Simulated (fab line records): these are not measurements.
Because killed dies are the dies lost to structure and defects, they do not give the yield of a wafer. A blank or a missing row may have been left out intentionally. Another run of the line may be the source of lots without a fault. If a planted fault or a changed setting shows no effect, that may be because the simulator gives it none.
Which tool is to blame? :: flow n5_finfet :: 9 lots with 27 wafers sampled at 5 steps, on a route of 1938 steps

## WHAT THE GAUGES READ, wafer by wafer
N5_BEOL_M4_RC_MEAS_101. Usual: DIBL_N 36.4 mV/V, standard deviation 2.7; DIBL_P 36 mV/V, standard deviation 3.2; IOFF_N 0.16 nA/um, standard deviation 0.046; IOFF_P 0.21 nA/um, standard deviation 0.055; ION_N 677 uA/um, standard deviation 15; ION_P 464 uA/um, standard deviation 11; SS_N 71.5 mV/dec, standard deviation 0.79; SS_P 73.3 mV/dec, standard deviation 0.93; VT_N 250 mV, standard deviation 4.1; VT_P -251 mV, standard deviation 4.4.
lot: L919
measured: day 7 20:13
on: prober-01
DIBL_N (mV/V): 34.9 36.4 39.0
DIBL_P (mV/V): 35 37 41
IOFF_N (nA/um): 0.14 0.18 0.23
IOFF_P (nA/um): 0.22 0.26 0.35
ION_N (uA/um): 670 683 690
ION_P (uA/um): 466 472 470
SS_N (mV/dec): 72.1 72.4 72.5
SS_P (mV/dec): 73.6 73.2 75.1
VT_N (mV): 251 247 247
VT_P (mV): -247 -245 -240
flag: 

lot: L920
measured: day 7 22:32
on: prober-02
DIBL_N (mV/V): 37.0 43.5 39.5
DIBL_P (mV/V): 35 44 38
IOFF_N (nA/um): 0.16 0.32 0.22
IOFF_P (nA/um): 0.21 0.42 0.29
ION_N (uA/um): 680 733 692
ION_P (uA/um): 467 500 479
SS_N (mV/dec): 71.0 72.7 71.5
SS_P (mV/dec): 73.8 76.2 73.5
VT_N (mV): 249 242 244
VT_P (mV): -249 -240 -245
flag: 

lot: L922
measured: day 8 21:05
on: prober-01
DIBL_N (mV/V): 38.3 37.2 35.4
DIBL_P (mV/V): 40 38 36
IOFF_N (nA/um): 0.22 0.19 0.16
IOFF_P (nA/um): 0.36 0.28 0.26
ION_N (uA/um): 695 691 682
ION_P (uA/um): 487 478 481
SS_N (mV/dec): 72.9 72.2 72.0
SS_P (mV/dec): 73.0 73.6 73.0
VT_N (mV): 242 245 248
VT_P (mV): -239 -242 -243
flag: 

lot: L929
measured: day 10 22:13
on: prober-02
DIBL_N (mV/V): 36.4 37.7 36.7
DIBL_P (mV/V): 37 38 36
IOFF_N (nA/um): 0.16 0.19 0.15
IOFF_P (nA/um): 0.22 0.23 0.19
ION_N (uA/um): 677 709 672
ION_P (uA/um): 468 480 457
SS_N (mV/dec): 71.0 71.3 71.5
SS_P (mV/dec): 74.2 73.8 73.1
VT_N (mV): 247 243 251
VT_P (mV): -248 -249 -252
flag: 

lot: L937
measured: day 12 22:44
on: prober-02
DIBL_N (mV/V): 34.7 37.8 34.3
DIBL_P (mV/V): 35 41 36
IOFF_N (nA/um): 0.13 0.18 0.12
IOFF_P (nA/um): 0.14 0.22 0.16
ION_N (uA/um): 667 671 658
ION_P (uA/um): 445 450 445
SS_N (mV/dec): 71.0 72.3 71.2
SS_P (mV/dec): 72.4 73.9 72.7
VT_N (mV): 255 251 254
VT_P (mV): -255 -253 -258
flag: 

lot: L938
measured: day 13 05:12
on: prober-02
DIBL_N (mV/V): 36.9 37.6 37.0
DIBL_P (mV/V): 38 37 36
IOFF_N (nA/um): 0.17 0.17 0.17
IOFF_P (nA/um): 0.24 0.24 0.22
ION_N (uA/um): 689 675 676
ION_P (uA/um): 475 466 454
SS_N (mV/dec): 71.3 72.1 71.6
SS_P (mV/dec): 74.3 74.6 74.0
VT_N (mV): 247 249 248
VT_P (mV): -247 -248 -247
flag: 

lot: L939
measured: day 13 10:51
on: prober-01
DIBL_N (mV/V): 36.5 32.8 35.4
DIBL_P (mV/V): 35 31 34
IOFF_N (nA/um): 0.14 0.10 0.13
IOFF_P (nA/um): 0.19 0.14 0.17
ION_N (uA/um): 663 659 670
ION_P (uA/um): 462 453 461
SS_N (mV/dec): 70.9 70.5 71.1
SS_P (mV/dec): 72.6 72.4 72.0
VT_N (mV): 250 256 252
VT_P (mV): -251 -256 -255
flag: 

lot: L940
measured: day 14 04:37
on: prober-02
DIBL_N (mV/V): 36.8 37.1 37.0
DIBL_P (mV/V): 37 38 38
IOFF_N (nA/um): 0.19 0.20 0.17
IOFF_P (nA/um): 0.23 0.23 0.23
ION_N (uA/um): 697 694 673
ION_P (uA/um): 475 466 466
SS_N (mV/dec): 71.2 71.2 71.6
SS_P (mV/dec): 72.9 73.8 74.1
VT_N (mV): 246 246 247
VT_P (mV): -248 -253 -251
flag: 

lot: L941
measured: day 14 07:22
on: prober-02
DIBL_N (mV/V): 40.0 36.7 41.0
DIBL_P (mV/V): 38 34 40
IOFF_N (nA/um): 0.21 0.14 0.23
IOFF_P (nA/um): 0.22 0.16 0.25
ION_N (uA/um): 677 659 689
ION_P (uA/um): 457 448 467
SS_N (mV/dec): 72.4 71.2 72.3
SS_P (mV/dec): 73.5 72.5 74.2
VT_N (mV): 249 253 247
VT_P (mV): -253 -257 -252
flag: 

## WHICH TOOL RAN EACH LOT (tool, then ch and the chambers of the sampled wafers, then the start)
lot: L919
N5_BEOL_M1_STRIP_66: rie_diel-02 ch 1,2,3, day 6 08:01
N5_BEOL_M1_ETCH_41: rie_diel-05 ch 0,2, day 6 09:36
N5_BEOL_M1_ALD_84: ald_metal-03 ch 0,1,2, day 6 10:05
N5_BEOL_M1_SPUTTER_48: pvd_sputter-02, day 6 10:35

lot: L920
N5_BEOL_M1_STRIP_66: rie_diel-03 ch 0,1,2, day 6 08:28
N5_BEOL_M1_ETCH_41: rie_diel-05 ch 1,2, day 6 12:44
N5_BEOL_M1_ALD_84: ald_metal-01 ch 0,1,2, day 6 13:46
N5_BEOL_M1_SPUTTER_48: pvd_sputter-02, day 6 14:22

lot: L922
N5_BEOL_M1_STRIP_66: rie_diel-02 ch 0,1,3, day 6 17:28
N5_BEOL_M1_ETCH_41: rie_diel-02 ch 0,1, day 6 21:19
N5_BEOL_M1_ALD_84: ald_metal-01 ch 0,1,3, day 6 22:10
N5_BEOL_M1_SPUTTER_48: pvd_sputter-02, day 6 22:48

lot: L929
N5_BEOL_M1_STRIP_66: rie_diel-03 ch 0,1, day 8 22:18
N5_BEOL_M1_ETCH_41: rie_diel-02 ch 1,2, day 9 02:28
N5_BEOL_M1_ALD_84: ald_metal-03 ch 0,2, day 9 02:54
N5_BEOL_M1_SPUTTER_48: pvd_sputter-03, day 9 03:21

lot: L937
N5_BEOL_M1_STRIP_66: rie_diel-05 ch 1,2,3, day 10 12:26
N5_BEOL_M1_ETCH_41: rie_diel-05 ch 0,2, day 10 14:08
N5_BEOL_M1_ALD_84: ald_metal-01 ch 0,1,2, day 10 15:16
N5_BEOL_M1_SPUTTER_48: pvd_sputter-03, day 10 15:56

lot: L938
N5_BEOL_M1_STRIP_66: rie_diel-05 ch 1,2, day 10 22:40
N5_BEOL_M1_ETCH_41: rie_diel-03 ch 0,1,2, day 11 05:23
N5_BEOL_M1_ALD_84: ald_metal-03 ch 0,3, day 11 06:03
N5_BEOL_M1_SPUTTER_48: pvd_sputter-01, day 11 06:34

lot: L939
N5_BEOL_M1_STRIP_66: rie_diel-03 ch 0,2, day 11 06:17
N5_BEOL_M1_ETCH_41: rie_diel-03 ch 0,2,3, day 11 21:35
N5_BEOL_M1_ALD_84: ald_metal-04 ch 0,3, day 11 22:19
N5_BEOL_M1_SPUTTER_48: pvd_sputter-02, day 12 00:31

lot: L940
N5_BEOL_M1_STRIP_66: rie_diel-02 ch 1,2,3, day 11 16:19
N5_BEOL_M1_ETCH_41: rie_diel-03 ch 0,1,2, day 12 02:15
N5_BEOL_M1_ALD_84: ald_metal-01 ch 0,1,3, day 12 02:48
N5_BEOL_M1_SPUTTER_48: pvd_sputter-02, day 12 03:41

lot: L941
N5_BEOL_M1_STRIP_66: rie_diel-05 ch 0,1, day 11 17:28
N5_BEOL_M1_ETCH_41: rie_diel-02 ch 2,3, day 12 10:44
N5_BEOL_M1_ALD_84: ald_metal-03 ch 0,3, day 12 11:28
N5_BEOL_M1_SPUTTER_48: pvd_sputter-03, day 12 12:09
- N5_BEOL_M1_STRIP_66: strips in CF4.
- N5_BEOL_M1_ETCH_41: etches SiCN in CH3F/O2, target depth 31.9 nm, time 57.8 s.
- N5_BEOL_M1_ALD_84: deposits TaN, pulse time 2 s, purge time 3 s, co reactant purge time 2 s.
- N5_BEOL_M1_SPUTTER_48: material Cu, target thk 4.5 nm, time 8.29 s.

## AS READ BY THE TOOLS THEMSELVES (means over the sampled wafers that have a number; for cases with no such wafer, the mark the record gives instead)
N5_BEOL_M1_STRIP_66. Usual: drypump_motor_current_A 5.9 A, standard deviation 0.54; oes_product_au 0.76 a.u., standard deviation 0.084; rf_vpp_V 271.4 V, standard deviation 1.3; showerhead_plenum_p_Torr 1.80 Torr, standard deviation 0.051; throttle_valve_pct 13.57 %, standard deviation 0.24.
lot: L919
tool: rie_diel-02
drypump_motor_current_A (A): 6.1
oes_product_au (a.u.): 0.75
rf_vpp_V (V): 270.6
showerhead_plenum_p_Torr (Torr): 1.79
throttle_valve_pct (%): 13.46
flag: 

lot: L920
tool: rie_diel-03
drypump_motor_current_A (A): 5.7
oes_product_au (a.u.): 0.70
rf_vpp_V (V): 270.4
showerhead_plenum_p_Torr (Torr): 1.79
throttle_valve_pct (%): 13.98
flag: 

lot: L922
tool: rie_diel-02
drypump_motor_current_A (A): 5.9
oes_product_au (a.u.): 0.74
rf_vpp_V (V): 271.9
showerhead_plenum_p_Torr (Torr): 1.85
throttle_valve_pct (%): 13.54
flag: 

lot: L929
tool: rie_diel-03
drypump_motor_current_A (A): 5.5
oes_product_au (a.u.): 0.79
rf_vpp_V (V): 270.7
showerhead_plenum_p_Torr (Torr): 1.78
throttle_valve_pct (%): 13.82
flag: 

lot: L937
tool: rie_diel-05
drypump_motor_current_A (A): 5.9
oes_product_au (a.u.): 0.80
rf_vpp_V (V): 272.6
showerhead_plenum_p_Torr (Torr): 1.81
throttle_valve_pct (%): 13.55
flag: 

lot: L938
tool: rie_diel-05
drypump_motor_current_A (A): 5.7
oes_product_au (a.u.): 0.87
rf_vpp_V (V): 271.6
showerhead_plenum_p_Torr (Torr): 1.81
throttle_valve_pct (%): 13.37
flag: 

lot: L939
tool: rie_diel-03
drypump_motor_current_A (A): 6.0
oes_product_au (a.u.): 0.92
rf_vpp_V (V): 271.4
showerhead_plenum_p_Torr (Torr): 1.79
throttle_valve_pct (%): 13.47
flag: 

lot: L940
tool: rie_diel-02
drypump_motor_current_A (A): 6.1
oes_product_au (a.u.): 0.79
rf_vpp_V (V): 272.3
showerhead_plenum_p_Torr (Torr): 1.85
throttle_valve_pct (%): 13.35
flag: 

lot: L941
tool: rie_diel-05
drypump_motor_current_A (A): 5.7
oes_product_au (a.u.): 0.86
rf_vpp_V (V): 270.7
showerhead_plenum_p_Torr (Torr): 1.78
throttle_valve_pct (%): 13.30
flag: 

N5_BEOL_M1_ETCH_41. Usual: drypump_motor_current_A 5.8 A, standard deviation 0.55; oes_product_au 0.77 a.u., standard deviation 0.093; rf_vpp_V 297.7 V, standard deviation 1.4; showerhead_plenum_p_Torr 2.03 Torr, standard deviation 0.054; throttle_valve_pct 16.35 %, standard deviation 0.23.
lot: L919
tool: rie_diel-05
drypump_motor_current_A (A): 6.6
oes_product_au (a.u.): 0.76
rf_vpp_V (V): 296.9
showerhead_plenum_p_Torr (Torr): 1.98
throttle_valve_pct (%): 16.20
flag: 

lot: L920
tool: rie_diel-05
drypump_motor_current_A (A): 6.2
oes_product_au (a.u.): 0.74
rf_vpp_V (V): 298.5
showerhead_plenum_p_Torr (Torr): 2.02
throttle_valve_pct (%): 16.34
flag: 

lot: L922
tool: rie_diel-02
drypump_motor_current_A (A): 5.6
oes_product_au (a.u.): 0.75
rf_vpp_V (V): 298.4
showerhead_plenum_p_Torr (Torr): 2.05
throttle_valve_pct (%): 16.22
flag: 

lot: L929
tool: rie_diel-02
drypump_motor_current_A (A): 6.2
oes_product_au (a.u.): 0.86
rf_vpp_V (V): 297.6
showerhead_plenum_p_Torr (Torr): 1.99
throttle_valve_pct (%): 16.09
flag: 

lot: L937
tool: rie_diel-05
drypump_motor_current_A (A): 6.6
oes_product_au (a.u.): 0.73
rf_vpp_V (V): 295.8
showerhead_plenum_p_Torr (Torr): 1.97
throttle_valve_pct (%): 16.26
flag: 

lot: L938
tool: rie_diel-03
drypump_motor_current_A (A): 5.8
oes_product_au (a.u.): 0.86
rf_vpp_V (V): 297.6
showerhead_plenum_p_Torr (Torr): 2.00
throttle_valve_pct (%): 16.49
flag: 

lot: L939
tool: rie_diel-03
drypump_motor_current_A (A): 5.6
oes_product_au (a.u.): 0.85
rf_vpp_V (V): 298.7
showerhead_plenum_p_Torr (Torr): 2.04
throttle_valve_pct (%): 16.45
flag: 

lot: L940
tool: rie_diel-03
drypump_motor_current_A (A): 5.7
oes_product_au (a.u.): 0.85
rf_vpp_V (V): 296.7
showerhead_plenum_p_Torr (Torr): 2.00
throttle_valve_pct (%): 16.50
flag: 

lot: L941
tool: rie_diel-02
drypump_motor_current_A (A): 6.1
oes_product_au (a.u.): 0.74
rf_vpp_V (V): 299.4
showerhead_plenum_p_Torr (Torr): 2.09
throttle_valve_pct (%): 16.26
flag: 

N5_BEOL_M1_ALD_84. Usual: chamber_pressure_Torr 3.000 Torr, standard deviation 0.0071; heater_power_w 429 W, standard deviation 31.
lot: L919
tool: ald_metal-03
chamber_pressure_Torr (Torr): 3.000
heater_power_w (W): 431
flag: 

lot: L920
tool: ald_metal-01
chamber_pressure_Torr (Torr): 2.999
heater_power_w (W): 440
flag: 

lot: L922
tool: ald_metal-01
chamber_pressure_Torr (Torr): 2.997
heater_power_w (W): 453
flag: 

lot: L929
tool: ald_metal-03
chamber_pressure_Torr (Torr): 3.000
heater_power_w (W): 413
flag: 

lot: L937
tool: ald_metal-01
chamber_pressure_Torr (Torr): 3.000
heater_power_w (W): 440
flag: 

lot: L938
tool: ald_metal-03
chamber_pressure_Torr (Torr): 2.998
heater_power_w (W): 388
flag: 

lot: L939
tool: ald_metal-04
chamber_pressure_Torr (Torr): 2.998
heater_power_w (W): 402
flag: 

lot: L940
tool: ald_metal-01
chamber_pressure_Torr (Torr): 3.004
heater_power_w (W): 454
flag: 

lot: L941
tool: ald_metal-03
chamber_pressure_Torr (Torr): 3.001
heater_power_w (W): 384
flag: 

N5_BEOL_M1_SPUTTER_48. Usual: throttle_valve_pct 29.7 %, standard deviation 1.
lot: L919
tool: pvd_sputter-02
throttle_valve_pct (%): 29.6
flag: 

lot: L920
tool: pvd_sputter-02
throttle_valve_pct (%): 30.4
flag: 

lot: L922
tool: pvd_sputter-02
throttle_valve_pct (%): 30.3
flag: 

lot: L929
tool: pvd_sputter-03
throttle_valve_pct (%): 29.0
flag: 

lot: L937
tool: pvd_sputter-03
throttle_valve_pct (%): 29.4
flag: 

lot: L938
tool: pvd_sputter-01
throttle_valve_pct (%): 29.6
flag: 

lot: L939
tool: pvd_sputter-02
throttle_valve_pct (%): 30.6
flag: 

lot: L940
tool: pvd_sputter-02
throttle_valve_pct (%): 30.2
flag: 

lot: L941
tool: pvd_sputter-03
throttle_valve_pct (%): 29.6
flag: 

## THE ANSWER, worked out from the rows above alone
Rule: lot off if the mean of its wafers having a number is beyond 3 standard deviations from the usual mean. A lot without any number at a reading at which 4 lots or more have one is off too. The other lots that the step has rows for count as sound. After the gauges, taken in route order, come the tools' own readings; for these a lot's mean is taken, as printed above. At the first step where some lot is off, the reading lying furthest off is the one used; lots without a number count as furthest.
Across all readings shown, no lot is off: no conclusion can be drawn from this.

## WHAT WAS PUT IN BY THE SIMULATOR
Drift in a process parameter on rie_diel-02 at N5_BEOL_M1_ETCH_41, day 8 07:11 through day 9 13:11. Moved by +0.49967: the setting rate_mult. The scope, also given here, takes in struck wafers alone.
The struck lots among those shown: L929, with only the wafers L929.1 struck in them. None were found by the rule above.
